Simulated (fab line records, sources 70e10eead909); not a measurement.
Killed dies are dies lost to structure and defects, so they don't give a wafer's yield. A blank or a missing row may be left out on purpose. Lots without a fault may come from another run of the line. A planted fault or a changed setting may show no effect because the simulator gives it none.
fab line records | flow nand_harc
record lots=5 wafers=15 last_day=32
route steps=1302 shown THIN_TSV@1253
lots that met no fault: from a run of the same line without faults
start_h: hours from the record's first day to the start of the lot's first wafer shown | wait_h: hours since the lot's step before | " the same as in the row above | L1.1+2: a row that stands for several wafers | - no value, or no start given | * or withheld: withheld | < > ~ a bound
route shown NAME@n: a module of which the file shows steps, and the number in the route of the first | usual: mean/standard deviation of fault-free wafers | same: alike in all rows | chamber/n: place in a boat | sites: the reading at each site | _std_site: their standard deviation | _edge_site: outer sites' mean less inner sites' | radius_mm: how far each site lies from the wafer's centre | mask NAME#n: copy n | behind: the tool/chamber that last shaped the wafer | hold: why the lot was held/for how many hours/how that ended | device: the transistor (n, p or np) that didn't switch | end of line: the same wafers' tests at the end of the route | a step without rows: its recipe alone | killed: dies lost to structure and defects at the first sort, not the wafer's yield | map: a wafer's dies, x killed, . not, _ none there
set.NAME: the setting as run; set.NAME@STEP: as run at that earlier step | model.NAME: the simulator's own value behind a step, which no gauge read
lots at some steps of the route; a table a step, a row a wafer
services: from which hour (start_h, from the record's first day; less than 0 if before it) a tool's chamber was out of use, for how many hours, and why
## steps
# step NHARC_THIN_TSV_COAT_06
# recipe spin_rpm=*
# columns lot.wafer tool chamber start_h wait_h
L075.1+4+6 litho_track-05 0 - -
L076.1+2+4 litho_track-07 0 - -
L086.1+2+3 litho_track-05 0 - -
L090.1+2+3 litho_track-05 0 - -
L097.2+4+6 litho_track-07 0 - -
# step NHARC_THIN_TSV_SOFTBAKE_07
# recipe temp_c=122 time_s=95
# columns lot.wafer tool chamber start_h wait_h
L075.1+4+6 litho_track-05 0 - -
L076.1+2+4 litho_track-07 0 - -
L086.1+2+3 litho_track-05 0 - -
L090.1+2+3 litho_track-05 0 - -
L097.2+4+6 litho_track-07 0 - -
# step NHARC_THIN_TSV_EBR_08
# columns lot.wafer tool chamber start_h wait_h
L075.1+4+6 litho_track-05 0 - -
L076.1+2+4 litho_track-07 0 - -
L086.1+2+3 litho_track-05 0 - -
L090.1+2+3 litho_track-05 0 - -
L097.2+4+6 litho_track-07 0 - -
# step NHARC_THIN_TSV_EXPOSE_09
# recipe na=0.55 dose_mj=30.7 mask_id=TSV
# columns lot.wafer tool chamber start_h wait_h mask
L075.1+4+6 krf_scanner-01 0 547.19 - TSV#0
L076.1+2+4 krf_scanner-03 0 557.81 - TSV#0
L086.1+2+3 krf_scanner-01 0 660.98 - TSV#0
L090.1+2+3 krf_scanner-03 0 705.70 - TSV#0
L097.2+4+6 krf_scanner-01 0 760.01 - TSV#0
# step NHARC_THIN_TSV_PEB_10
# recipe peb_temp_c=118 peb_time_s=85
# columns lot.wafer tool chamber start_h wait_h
L075.1+4+6 litho_track-03 0 547.26 0.1
L076.1+2+4 litho_track-07 0 557.88 0.1
L086.1+2+3 litho_track-05 0 661.05 0.1
L090.1+2+3 litho_track-07 0 705.76 0.1
L097.2+4+6 litho_track-03 0 760.07 0.1
# step NHARC_THIN_TSV_DEVELOP_11
# recipe time_s=70
# columns lot.wafer tool chamber start_h wait_h
L075.1+4+6 litho_track-03 0 - -
L076.1+2+4 litho_track-07 0 - -
L086.1+2+3 litho_track-05 0 - -
L090.1+2+3 litho_track-07 0 - -
L097.2+4+6 litho_track-03 0 - -
# step NHARC_THIN_TSV_CD_MEAS_12
# recipe target_cd_nm=1000 landing_energy_ev=500
# usual cd_nm=1000.3/1.7
# columns lot.wafer tool chamber start_h wait_h cd_nm
L075.1 cd_sem-03 0 547.35 - 1000.6
L075.4 " 0 " " 1000.0
L075.6 " 0 " " 1000.9
L076.1 cd_sem-03 0 557.97 - 996.8
L076.2 " 0 " " 999.7
L076.4 " 0 " " 998.3
L086.1 cd_sem-03 0 661.14 - 999.3
L086.2 " 0 " " 998.0
L086.3 " 0 " " 1003.0
L090.1 cd_sem-02 0 705.85 - 1000.4
L090.2 " 0 " " 997.2
L090.3 " 0 " " 999.6
L097.2 cd_sem-01 0 760.16 - 1003.4
L097.4 " 0 " " 1000.4
L097.6 " 0 " " 1002.8
# step NHARC_THIN_TSV_HARDBAKE_13
# recipe temp_c=125 time_s=80
# columns lot.wafer tool chamber start_h wait_h
L075.1+4+6 litho_track-07 0 547.43 -
L076.1+2+4 litho_track-05 0 558.05 -
L086.1+2+3 litho_track-07 0 661.22 -
L090.1+2+3 litho_track-05 0 705.93 -
L097.2+4+6 litho_track-07 0 760.24 -
# step NHARC_THIN_TSV_DESCUM_14
# recipe time_s=3 o2_flow_sccm=200 ar_flow_sccm=0 bias_power_w=0 chemistry=O2
# usual chamber_pressure_mTorr=60.00/0.055 drypump_motor_current_A=6.0/0.48 oes_product_au=0.999/0.011 rf_vpp_V=57.7/0.91 showerhead_plenum_p_Torr=1.91/0.088 throttle_valve_pct=11.311/0.0086
# columns lot.wafer tool chamber start_h wait_h chamber_pressure_mTorr drypump_motor_current_A oes_product_au rf_hours_counter_h rf_vpp_V showerhead_plenum_p_Torr throttle_valve_pct
L075.4 rie_diel-09 1 547.51 - 59.94 6.3 0.990 2.2 58.3 2.02 11.323
L075.1 " 3 " " 59.96 6.3 0.999 2.1 56.8 1.78 11.303
L075.6 " 1 " " 59.91 6.3 0.992 - 58.0 2.02 11.300
L076.2 rie_diel-08 0 558.14 - 59.90 6.7 1.005 0.1 58.0 1.94 11.306
L076.1 " 1 " " 59.94 6.6 1.013 0.1 58.0 1.96 11.311
L076.4 " 1 " " 60.02 6.6 0.999 - 59.4 1.96 11.317
L086.3 rie_diel-09 2 661.31 - 60.00 6.1 1.010 8.5 57.4 1.78 11.320
L086.1 " 3 " " 60.02 6.3 1.005 8.0 56.8 1.78 11.317
L086.2 " 0 " " 60.02 5.5 0.979 6.4 56.6 1.88 11.324
L090.2 rie_diel-12 2 706.02 - 59.99 5.6 1.000 4.9 56.7 1.79 11.309
L090.1 " 3 " " 59.97 5.6 1.006 4.4 57.9 1.90 11.303
L090.3 " 0 " " 60.08 6.2 1.018 4.5 57.7 1.86 11.329
L097.4 rie_diel-08 1 760.32 - 59.92 6.5 0.999 1.4 56.9 1.96 11.314
L097.2 " 0 " " 60.02 6.7 1.011 1.3 57.3 1.94 11.308
L097.6 " 2 " " 59.97 5.4 0.983 - 58.9 2.05 11.312
# step NHARC_THIN_TSV_ETCH_44
# recipe target_depth_a=15942 time_s=797.1 cf4_flow_sccm=150 o2_flow_sccm=10 ar_flow_sccm=0 rf_w=300 bias_w=800 chemistry=CF4/O2
# usual chamber_pressure_mTorr=29.998/0.028 drypump_motor_current_A=6.0/0.48 oes_product_au=0.999/0.0096 rf_vpp_V=794/5 showerhead_plenum_p_Torr=1.83/0.078 throttle_valve_pct=16.915/0.0085
# columns lot.wafer tool chamber start_h wait_h chamber_pressure_mTorr drypump_motor_current_A oes_product_au rf_hours_counter_h rf_vpp_V showerhead_plenum_p_Torr throttle_valve_pct
L075.1 rie_diel-09 3 547.71 0.2 30.007 6.3 1.002 2.3 786 1.71 16.902
L075.4 " 0 " " 30.064 5.5 0.989 1.8 793 1.81 16.919
L075.6 " 2 " " 30.004 6.0 1.026 - 787 1.72 16.884
L076.2 rie_diel-08 1 558.30 0.2 29.964 6.5 0.994 0.2 797 1.88 16.905
L076.1 " 3 " " 30.014 5.6 0.995 0.2 794 1.84 16.901
L076.4 " 0 " " 30.030 6.7 0.998 - 797 1.86 16.904
L086.1 rie_diel-09 0 661.39 0.1 29.981 5.5 0.993 6.5 791 1.81 16.910
L086.2 " 2 " " 29.970 6.1 1.004 8.6 786 1.72 16.926
L086.3 " 3 " " 30.006 6.3 0.983 8.1 786 1.71 16.907
L090.3 rie_diel-12 1 706.10 0.1 30.009 5.6 0.998 5.2 786 1.71 16.916
L090.1 " 2 " " 30.008 5.6 1.000 5.0 788 1.73 16.912
L090.2 " 0 " " 30.029 6.2 1.025 4.6 792 1.79 16.904
L097.4 rie_diel-08 3 760.52 0.2 29.986 5.6 1.005 1.4 795 1.84 16.911
L097.2 " 0 " " 29.988 6.7 1.008 1.4 796 1.85 16.916
L097.6 " 1 " " 30.021 6.6 1.005 - 797 1.87 16.900
# step NHARC_THIN_TSV_ETCH_15
# recipe target_depth_a=30000 bosch_target_overetch_cycles=2 bosch_etch_step_s=2.8 bosch_dep_step_s=1.2 bosch_cycles=14
# usual drypump_motor_current_A=5.7/0.4
# same bosch_etch_step_s=2.8
# columns lot.wafer tool chamber start_h wait_h drypump_motor_current_A rf_hours_counter_h
L075.1 rie_si-05 1 548.18 - 5.6 0.29
L075.4 " 2 " " 5.6 0.29
L075.6 " 0 " " 6.4 -
L076.4 rie_si-05 2 558.93 - 5.6 0.37
L076.1 " 3 " " 5.7 0.34
L076.2 " 0 " " 6.4 0.36
L086.1 rie_si-02 2 661.96 - 5.1 0.08
L086.3 " 3 " " 6.2 0.12
L086.2 " 0 " " 5.3 0.12
L090.2 rie_si-05 1 706.67 - 5.6 0.16
L090.1 " 2 " " 5.6 0.22
L090.3 " 0 " " 6.4 0.13
L097.4 rie_si-05 2 760.98 - 5.6 0.68
L097.2 " 3 " " 5.7 0.50
L097.6 " 2 " " 5.6 -
# step NHARC_THIN_TSV_CD_MEAS_16
# usual cd_nm=1000.1/1.7
# columns lot.wafer tool chamber start_h wait_h cd_nm
L075.1 cd_sem-01 - 548.31 0.1 1002.1
L075.4 " - " " 1000.3
L075.6 " - " " 1001.7
L076.1 cd_sem-02 - 559.06 0.1 996.4
L076.2 " - " " 1000.2
L076.4 " - " " 998.7
L086.1 cd_sem-02 - 662.10 0.1 999.5
L086.2 " - " " 999.0
L086.3 " - " " 1002.2
L090.1 cd_sem-01 - 706.81 0.1 1000.5
L090.2 " - " " 997.1
L090.3 " - " " 999.0
L097.2 cd_sem-01 - 761.13 0.1 1002.9
L097.4 " - " " 999.6
L097.6 " - " " 1003.0
# step NHARC_THIN_TSV_STRIP_45
# recipe power_w=1500 temp_c=250 chemistry=O2
# usual drypump_motor_current_A=5.8/0.41 heater_power_w=314/18 temp_c=249.99/0.18
# columns lot.wafer tool chamber start_h wait_h drypump_motor_current_A heater_power_w rf_hours_counter_h temp_c
L075.1 plasma_asher-01 1 548.44 0.1 6.2 287 5 249.87
L075.4 " 1 " " 6.2 296 - 249.74
L075.6 " 1 " " 6.2 290 - 249.87
L076.1 plasma_asher-01 0 559.14 0.1 5.2 321 7 249.96
L076.2 " 1 " " 6.2 295 7 250.00
L076.4 " 0 " " 5.2 325 - 250.16
L086.1 plasma_asher-02 0 662.17 0.1 5.8 336 10 249.99
L086.2 " 1 " " 6.2 300 10 250.06
L086.3 " 1 " " 6.2 301 - 250.32
L090.1 plasma_asher-02 0 706.89 0.1 5.8 329 20 249.81
L090.2 " 1 " " 6.2 307 20 250.02
L090.3 " 0 " " 5.8 334 - 249.83
L097.2 plasma_asher-02 0 761.25 0.1 5.8 334 31 250.16
L097.4 " 0 " " 5.8 333 - 250.05
L097.6 " 0 " " 5.8 328 - 250.06
# step NHARC_THIN_TSV_STRIP_46
# recipe time_s=1200 temp_c=72.5 chemistry=post_etch_residue_remover
# usual temp_c=72.52/0.11
# columns lot.wafer tool chamber start_h wait_h temp_c
L075.4 wet_bench-10 4 548.74 0.2 72.66
L075.6 " 5 " " 72.39
L075.1 " 7 " " 72.54
L076.4 wet_bench-10 3 559.49 0.2 72.35
L076.1 " 5 " " 72.53
L076.2 " 7 " " 72.49
L086.2 wet_bench-10 5 662.54 0.3 72.37
L086.1 " 6 " " 72.83
L086.3 " 0 " " 72.32
L090.3 wet_bench-08 5 707.24 0.2 72.52
L090.1 " 0 " " 72.67
L090.2 " 1 " " 72.43
L097.6 wet_bench-08 5 761.55 0.1 72.69
L097.2 " 6 " " 72.53
L097.4 " 7 " " 72.40
# step NHARC_THIN_TSV_DEP_47
# recipe target_thk_a=2000 temp_c=withheld pressure_torr=6.5 rf_w=900 teos_flow_sccm=161.4 flow_sccm=2650 target_thk_nm=200 gas=O2 material=SiO2
# usual mfc_precursor_sccm=161.4/0.48 showerhead_vpp_V=1910/73 throttle_valve_pct=16.3/0.74
# columns lot.wafer tool chamber start_h wait_h mfc_precursor_sccm showerhead_vpp_V throttle_valve_pct
L075.1 pecvd-02 1 549.41 - 161.1 1893 17.2
L075.4 " 2 " " 161.0 1921 16.1
L075.6 " 1 " " 161.4 1947 17.3
L076.2 pecvd-02 1 559.93 - 161.5 1943 17.2
L076.1 " 0 " " 161.6 1885 17.1
L076.4 " 2 " " 161.8 1932 16.0
L086.1 pecvd-03 0 662.98 - 161.7 1747 15.2
L086.2 " 1 " " 161.2 1955 16.6
L086.3 " 2 " " 161.1 1908 17.1
L090.3 pecvd-01 2 707.69 - 161.6 2053 16.2
L090.1 " 0 " " 161.0 1897 16.1
L090.2 " 1 " " 161.4 1947 15.2
L097.2 pecvd-02 1 762.09 - 160.9 1909 17.1
L097.6 " 2 " " 161.3 1902 15.3
L097.4 " 1 " " 161.3 1934 17.1
# step NHARC_THIN_TSV_ETCHBACK_48
# recipe target_depth_a=10285 over_etch_frac=0.3 time_s=405.17 ion_energy_ev=250 c4f8_flow_sccm=withheld ar_flow_sccm=withheld rf_w=600 bias_w=300 chemistry=C4F8/Ar
# usual chamber_pressure_mTorr=25.002/0.02 oes_product_au=0.95/0.033 rf_vpp_V=546/3.4
# columns lot.wafer tool chamber start_h wait_h chamber_pressure_mTorr oes_product_au rf_hours_counter_h rf_vpp_V
L075.1 rie_diel-09 2 549.79 - 25.022 0.98 2.9 542
L075.4 " 3 " " 24.958 0.98 2.4 542
L075.6 " 1 " " 25.015 0.95 - 550
L076.2 rie_diel-12 3 560.37 - 25.002 0.93 6.8 547
L076.1 " 0 " " 24.975 0.90 6.3 545
L076.4 " 1 " " 24.993 0.91 5.9 543
L086.1 rie_diel-12 2 663.42 - 25.019 0.92 2.4 543
L086.2 " 3 " " 24.978 0.92 2.1 546
L086.3 " 0 " " 24.992 0.95 2.3 545
L090.2 rie_diel-12 2 708.09 - 25.005 0.91 5.4 543
L090.3 " 3 " " 25.015 0.93 4.7 545
L090.1 " 0 " " 24.987 0.94 4.7 545
L097.4 rie_diel-09 3 762.47 - 25.008 0.93 4.3 542
L097.2 " 0 " " 25.006 0.93 5.2 545
L097.6 " 1 " " 25.012 0.92 - 551
# step NHARC_THIN_TSV_STRIP_62
# recipe power_w=1500 temp_c=250 time_s=20 chemistry=N2/H2
# usual drypump_motor_current_A=5.9/0.35 heater_power_w=320/19 temp_c=250.01/0.19
# columns lot.wafer tool chamber start_h wait_h drypump_motor_current_A heater_power_w rf_hours_counter_h temp_c
L075.1 plasma_asher-02 0 550.09 - 5.8 339 26 250.07
L075.4 " 0 " " 5.8 349 - 250.13
L075.6 " 0 " " 5.8 336 - 250.03
L076.1 plasma_asher-02 1 560.69 - 6.2 348 27 250.27
L076.2 " 0 " " 5.8 337 27 250.06
L076.4 " 1 " " 6.2 345 - 250.10
L086.2 plasma_asher-02 1 663.75 - 6.2 308 10 250.06
L086.1 " 0 " " 5.8 342 10 250.25
L086.3 " 1 " " 6.2 295 - 250.01
L090.1 plasma_asher-01 1 708.45 - 6.2 282 1 249.92
L090.2 " 0 " " 5.2 331 1 249.89
L090.3 " 1 " " 6.2 289 - 249.74
L097.2 plasma_asher-02 0 762.89 - 5.8 332 32 249.96
L097.4 " 0 " " 5.8 328 - 250.06
L097.6 " 1 " " 6.1 308 - 249.96
# step NHARC_THIN_TSV_DEGAS_49
# recipe temp_c=300 time_s=120
# usual heater_power_w=461/50
# columns lot.wafer tool chamber start_h wait_h heater_power_w
L075.1 pvd_sputter-02 - 550.25 0.1 489
L075.4 " - " " 449
L075.6 " - " " 376
L076.2 pvd_sputter-03 - 560.87 0.1 559
L076.4 " - " " 450
L076.1 " - " " 433
L086.2 pvd_sputter-01 - 663.92 0.2 427
L086.1 " - " " 459
L086.3 " - " " 418
L090.3 pvd_sputter-02 - 708.62 0.1 392
L090.2 " - " " 472
L090.1 " - " " 436
L097.2 pvd_sputter-03 - 763.07 0.2 488
L097.4 " - " " 561
L097.6 " - " " 424
# step NHARC_THIN_TSV_PRE_CLEAN_50
# recipe time_s=30 temp_c=280 gas=H2/He
# usual heater_power_w=402/39
# columns lot.wafer tool chamber start_h wait_h heater_power_w
L075.1 pvd_sputter-02 - - - 396
L075.4 " - " " 433
L075.6 " - " " 387
L076.2 pvd_sputter-03 - - - 394
L076.1 " - " " 370
L076.4 " - " " 498
L086.1 pvd_sputter-01 - - - 388
L086.2 " - " " 374
L086.3 " - " " 375
L090.2 pvd_sputter-02 - - - 351
L090.1 " - " " 413
L090.3 " - " " 413
L097.4 pvd_sputter-03 - - - 429
L097.2 " - " " 388
L097.6 " - " " 373
# step NHARC_THIN_TSV_PVD_19
# recipe target_thk_a=200 chamber_pressure_pa=5 material=TaN
# usual throttle_valve_pct=29.3/0.9
# columns lot.wafer tool chamber start_h wait_h throttle_valve_pct
L075.1 pvd_sputter-02 - - - 29.9
L075.4 " - " " 30.4
L075.6 " - " " 29.4
L076.1 pvd_sputter-03 - - - 29.3
L076.4 " - " " 28.0
L076.2 " - " " 30.9
L086.3 pvd_sputter-01 - - - 30.9
L086.1 " - " " 29.6
L086.2 " - " " 28.6
L090.1 pvd_sputter-02 - - - 28.7
L090.2 " - " " 28.9
L090.3 " - " " 29.2
L097.4 pvd_sputter-03 - - - 30.5
L097.2 " - " " 28.4
L097.6 " - " " 30.4
# step NHARC_THIN_TSV_PVD_51
# recipe target_thk_a=1000 chamber_pressure_pa=5 material=Cu
# usual throttle_valve_pct=29.3/0.88
# columns lot.wafer tool chamber start_h wait_h throttle_valve_pct
L075.4 pvd_sputter-02 - - - 30.5
L075.1 " - " " 29.4
L075.6 " - " " 30.2
L076.4 pvd_sputter-03 - - - 28.0
L076.1 " - " " 29.5
L076.2 " - " " 28.2
L086.3 pvd_sputter-01 - - - 28.5
L086.2 " - " " 28.7
L086.1 " - " " 30.9
L090.2 pvd_sputter-02 - - - 28.8
L090.1 " - " " 29.2
L090.3 " - " " 29.2
L097.4 pvd_sputter-03 - - - 30.0
L097.2 " - " " 28.5
L097.6 " - " " 30.0
# step NHARC_THIN_TSV_ECD_20
# recipe target_thk_a=20000 material=Cu
# columns lot.wafer tool chamber start_h wait_h
L075.1+4+6 ecd_cu-02 0,0,1 550.69 -
L076.1+2+4 ecd_cu-01 1,0,0 561.32 -
L086.1+2+3 ecd_cu-01 0,1,1 664.38 -
L090.1+2+3 ecd_cu-02 1,0,1 709.08 -
L097.2+4+6 ecd_cu-01 1,0,1 763.51 -
# step NHARC_THIN_TSV_ANNEAL_52
# recipe temp_c=225 time_s=90
# usual wafer_temp_C_max=225.9/0.34
# columns lot.wafer tool chamber start_h wait_h wafer_temp_C_max
L075.1 rtp_anneal-02 0 551.43 0.6 226.1
L075.4 " 0 " " 225.9
L075.6 " 0 " " 226.4
L076.1 rtp_anneal-01 0 562.08 0.7 225.6
L076.2 " 0 " " 225.5
L076.4 " 0 " " 225.3
L086.1 rtp_anneal-01 0 665.10 0.6 225.7
L086.2 " 0 " " 226.0
L086.3 " 0 " " 225.6
L090.1 rtp_anneal-01 0 709.82 0.6 225.7
L090.2 " 0 " " 225.6
L090.3 " 0 " " 225.6
L097.2 rtp_anneal-02 0 764.29 0.7 226.3
L097.4 " 0 " " 226.0
L097.6 " 0 " " 226.1
# step NHARC_THIN_TSV_CMP_21
# recipe t_overpolish_s=30 target_thk_nm=2000
# usual motor_current_A=11.8/1.2 overpolish_run_s=30.000/0.0096
# columns lot.wafer tool chamber start_h wait_h motor_current_A overpolish_run_s
L075.1 cmp-04 0 551.80 - 11.9 29.989
L075.4 " 2 " " 9.2 30.019
L075.6 " 3 " " 13.8 29.997
L076.2 cmp-04 0 562.42 - 11.3 30.004
L076.1 " 1 " " 11.0 29.997
L076.4 " 2 " " 9.5 30.020
L086.1 cmp-02 3 665.45 - 11.2 30.003
L086.2 " 0 " " 13.3 30.000
L086.3 " 1 " " 12.4 30.004
L090.3 cmp-03 0 710.17 - 11.9 30.000
L090.1 " 2 " " 11.7 29.993
L090.2 " 3 " " 12.2 29.999
L097.4 cmp-04 0 764.60 - 11.8 29.996
L097.2 " 1 " " 10.9 29.992
L097.6 " 0 " " 11.6 30.008
# step NHARC_THIN_TSV_SRD_23
# columns lot.wafer tool chamber start_h wait_h
L075.6+4+1 wet_bench-08 6,0,1 552.13 0.0
L076.2+1+4 wet_bench-10 4,5,7 562.79 0.0
L086.3+2+1 wet_bench-08 5,7,0 665.82 0.0
L090.1+3+2 wet_bench-08 6,0,1 710.53 0.0
L097.2+4+6 wet_bench-10 0,1,3 764.94 0.0
# step NHARC_THIN_TSV_DEGAS_53
# recipe temp_c=300 time_s=60
# usual heater_power_w=463/47
# columns lot.wafer tool chamber start_h wait_h heater_power_w
L075.4 pvd_sputter-03 - 552.25 0.1 420
L075.1 " - " " 478
L075.6 " - " " 559
L076.4 pvd_sputter-01 - 562.88 0.1 529
L076.2 " - " " 423
L076.1 " - " " 443
L086.3 pvd_sputter-01 - 665.92 0.1 546
L086.1 " - " " 440
L086.2 " - " " 426
L090.3 pvd_sputter-02 - 710.62 0.1 476
L090.1 " - " " 398
L090.2 " - " " 455
L097.2 pvd_sputter-02 - 765.04 0.1 464
L097.4 " - " " 482
L097.6 " - " " 461
# step NHARC_THIN_TSV_PRE_CLEAN_54
# recipe time_s=30 temp_c=280 gas=H2/He
# usual heater_power_w=403/41
# columns lot.wafer tool chamber start_h wait_h heater_power_w
L075.4 pvd_sputter-03 - 552.31 0.1 497
L075.1 " - " " 387
L075.6 " - " " 488
L076.4 pvd_sputter-01 - 562.95 0.1 461
L076.1 " - " " 372
L076.2 " - " " 392
L086.2 pvd_sputter-01 - 666.01 0.1 456
L086.3 " - " " 387
L086.1 " - " " 376
L090.2 pvd_sputter-02 - 710.70 0.0 420
L090.3 " - " " 346
L090.1 " - " " 397
L097.2 pvd_sputter-02 - 765.10 0.1 393
L097.4 " - " " 418
L097.6 " - " " 391
# step NHARC_THIN_TSV_PVD_55
# recipe target_thk_a=500 material=TiN
# columns lot.wafer tool chamber start_h wait_h
L075.1+4+6 pvd_sputter-03 - 552.38 0.0
L076.2+4+1 pvd_sputter-01 - 563.05 0.1
L086.1+2+3 pvd_sputter-01 - 666.07 0.0
L090.1+2+3 pvd_sputter-02 - 710.78 0.0
L097.4+2+6 pvd_sputter-02 - 765.22 0.1
# step NHARC_THIN_TSV_PVD_24
# recipe target_thk_a=8000 power_w=withheld chamber_pressure_pa=withheld substrate_temp_c=withheld time_s=withheld gas=Ar material=Al
# columns lot.wafer tool chamber start_h wait_h
L075.1+4+6 pvd_sputter-03 - 552.53 0.1
L076.1+2+4 pvd_sputter-01 - 563.18 0.1
L086.3+2+1 pvd_sputter-01 - 666.22 0.1
L090.1+3+2 pvd_sputter-02 - 710.92 0.1
L097.4+2+6 pvd_sputter-02 - 765.44 0.2
# step NHARC_THIN_TSV_DEHYDRATE_25
# recipe temp_c=150 time_s=120
# columns lot.wafer tool chamber start_h wait_h
L075.1+4+6 litho_track-03 0 552.94 -
L076.1+2+4 litho_track-07 0 563.59 -
L086.1+2+3 litho_track-03 0 666.63 -
L090.1+2+3 litho_track-03 0 711.34 -
L097.2+4+6 litho_track-03 0 765.74 -
# step NHARC_THIN_TSV_HMDS_26
# recipe time_s=30
# columns lot.wafer tool chamber start_h wait_h
L075.1+4+6 litho_track-03 0 - -
L076.1+2+4 litho_track-07 0 - -
L086.1+2+3 litho_track-03 0 - -
L090.1+2+3 litho_track-03 0 - -
L097.2+4+6 litho_track-03 0 - -
# step NHARC_THIN_TSV_COAT_27
# recipe spin_rpm=*
# columns lot.wafer tool chamber start_h wait_h
L075.1+4+6 litho_track-03 0 - -
L076.1+2+4 litho_track-07 0 - -
L086.1+2+3 litho_track-03 0 - -
L090.1+2+3 litho_track-03 0 - -
L097.2+4+6 litho_track-03 0 - -
# step NHARC_THIN_TSV_SOFTBAKE_28
# recipe temp_c=122 time_s=95
# columns lot.wafer tool chamber start_h wait_h
L075.1+4+6 litho_track-03 0 - -
L076.1+2+4 litho_track-07 0 - -
L086.1+2+3 litho_track-03 0 - -
L090.1+2+3 litho_track-03 0 - -
L097.2+4+6 litho_track-03 0 - -
# step NHARC_THIN_TSV_EBR_29
# columns lot.wafer tool chamber start_h wait_h
L075.1+4+6 litho_track-03 0 - -
L076.1+2+4 litho_track-07 0 - -
L086.1+2+3 litho_track-03 0 - -
L090.1+2+3 litho_track-03 0 - -
L097.2+4+6 litho_track-03 0 - -
# step NHARC_THIN_TSV_EXPOSE_30
# recipe na=0.55 dose_mj=11.47 mask_id=PAD
# columns lot.wafer tool chamber start_h wait_h mask
L075.1+4+6 krf_scanner-01 0 553.21 - PAD#0
L076.1+2+4 krf_scanner-03 0 563.86 - PAD#0
L086.1+2+3 krf_scanner-02 0 666.90 - PAD#0
L090.1+2+3 krf_scanner-01 0 711.48 - PAD#0
L097.2+4+6 krf_scanner-01 0 766.02 - PAD#0
# step NHARC_THIN_TSV_PEB_31
# recipe peb_temp_c=118 peb_time_s=85
# columns lot.wafer tool chamber start_h wait_h
L075.1+4+6 litho_track-07 0 553.27 0.1
L076.1+2+4 litho_track-05 0 563.92 0.1
L086.1+2+3 litho_track-07 0 666.97 0.1
L090.1+2+3 litho_track-07 0 711.55 0.1
L097.2+4+6 litho_track-05 0 766.08 0.1
# step NHARC_THIN_TSV_DEVELOP_32
# recipe time_s=70
# columns lot.wafer tool chamber start_h wait_h
L075.1+4+6 litho_track-07 0 - -
L076.1+2+4 litho_track-05 0 - -
L086.1+2+3 litho_track-07 0 - -
L090.1+2+3 litho_track-07 0 - -
L097.2+4+6 litho_track-05 0 - -
# step NHARC_THIN_TSV_CD_MEAS_33
# recipe target_cd_nm=5000 landing_energy_ev=500
# usual cd_nm=5001.1/1.9
# columns lot.wafer tool chamber start_h wait_h cd_nm
L075.1 cd_sem-02 0 553.36 - 5001.5
L075.4 " 0 " " 4998.1
L075.6 " 0 " " 5001.2
L076.1 cd_sem-02 0 564.01 - 5004.0
L076.2 " 0 " " 5001.7
L076.4 " 0 " " 4999.1
L086.1 cd_sem-03 0 667.06 - 4998.9
L086.2 " 0 " " 5000.7
L086.3 " 0 " " 5001.7
L090.1 cd_sem-02 0 711.64 - 4999.9
L090.2 " 0 " " 4999.5
L090.3 " 0 " " 4999.7
L097.2 cd_sem-01 0 766.17 - 5005.1
L097.4 " 0 " " 5003.7
L097.6 " 0 " " 4999.5
# step NHARC_THIN_TSV_HARDBAKE_34
# recipe temp_c=125 time_s=80
# columns lot.wafer tool chamber start_h wait_h
L075.1+4+6 litho_track-05 0 553.44 -
L076.1+2+4 litho_track-07 0 564.09 -
L086.1+2+3 litho_track-05 0 667.14 -
L090.1+2+3 litho_track-03 0 711.72 -
L097.2+4+6 litho_track-03 0 766.25 -
# step NHARC_THIN_TSV_DESCUM_35
# recipe time_s=3 o2_flow_sccm=200 ar_flow_sccm=0 bias_power_w=0 chemistry=O2
# usual chamber_pressure_mTorr=60.00/0.05 drypump_motor_current_A=5.9/0.41 oes_product_au=1.000/0.01 rf_vpp_V=57.7/0.9 showerhead_plenum_p_Torr=1.87/0.083 throttle_valve_pct=11.311/0.0093
# columns lot.wafer tool chamber start_h wait_h chamber_pressure_mTorr drypump_motor_current_A oes_product_au rf_hours_counter_h rf_vpp_V showerhead_plenum_p_Torr throttle_valve_pct
L075.1 rie_diel-12 1 553.54 - 59.97 5.6 0.988 5.3 57.5 1.78 11.309
L075.4 " 2 " " 59.92 5.5 0.980 5.8 58.0 1.80 11.318
L075.6 " 0 " " 59.98 6.1 0.990 - 56.8 1.86 11.302
L076.1 rie_diel-12 0 564.17 - 60.00 6.1 0.977 6.4 57.3 1.86 11.310
L076.2 " 1 " " 60.05 5.5 0.987 6.0 56.7 1.78 11.325
L076.4 " 2 " " 60.02 5.6 0.989 6.6 55.9 1.80 11.310
L086.1 rie_diel-12 2 667.22 - 59.94 5.6 0.994 2.9 56.7 1.80 11.321
L086.2 " 3 " " 60.00 5.6 0.992 2.5 58.2 1.90 11.320
L086.3 " 0 " " 60.14 6.2 1.021 2.6 57.0 1.86 11.322
L090.3 rie_diel-09 2 711.80 - 60.05 6.1 1.008 0.4 59.5 1.78 11.307
L090.2 " 3 " " 60.01 6.3 1.009 2.0 57.7 1.78 11.309
L090.1 " 0 " " 59.97 5.5 1.002 2.0 57.4 1.88 11.317
L097.4 rie_diel-12 3 766.35 - 60.02 5.6 0.997 8.5 57.4 1.89 11.319
L097.2 " 0 " " 59.97 6.1 1.023 8.6 57.3 1.86 11.311
L097.6 " 1 " " 59.91 5.5 1.000 - 58.4 1.78 11.320
## services
# columns tool chamber start_h hours kind
pvd_sputter-03 - 526.01 10.0 pm
pvd_sputter-02 - 533.43 6.7 repair
pvd_sputter-03 - 538.64 4.8 repair
rie_diel-12 1 566.86 5.8 repair
pvd_sputter-02 - 572.80 15.3 repair
pvd_sputter-01 - 588.01 10.0 pm
rie_diel-12 - 596.48 1.3 repair
rie_diel-09 0 600.89 9.3 repair
litho_track-07 - 601.00 7.0 pm
plasma_asher-02 - 603.21 9.0 pm
pvd_sputter-02 - 610.30 15.0 repair
rie_diel-09 1 612.24 3.0 repair
rie_diel-12 - 622.40 9.0 pm
rie_diel-09 3 624.26 5.6 repair
litho_track-03 - 625.00 7.0 pm
pvd_sputter-03 - 631.29 2.7 repair
pvd_sputter-02 - 638.08 10.0 pm
pvd_sputter-01 - 642.25 21.2 repair
litho_track-05 - 649.00 7.0 pm
rie_diel-09 - 674.10 9.0 pm
rie_diel-12 0 701.74 1.2 repair
pvd_sputter-03 - 704.01 10.0 pm
pvd_sputter-01 - 747.46 3.6 repair
pvd_sputter-01 - 766.01 10.0 pm
## key
fault none
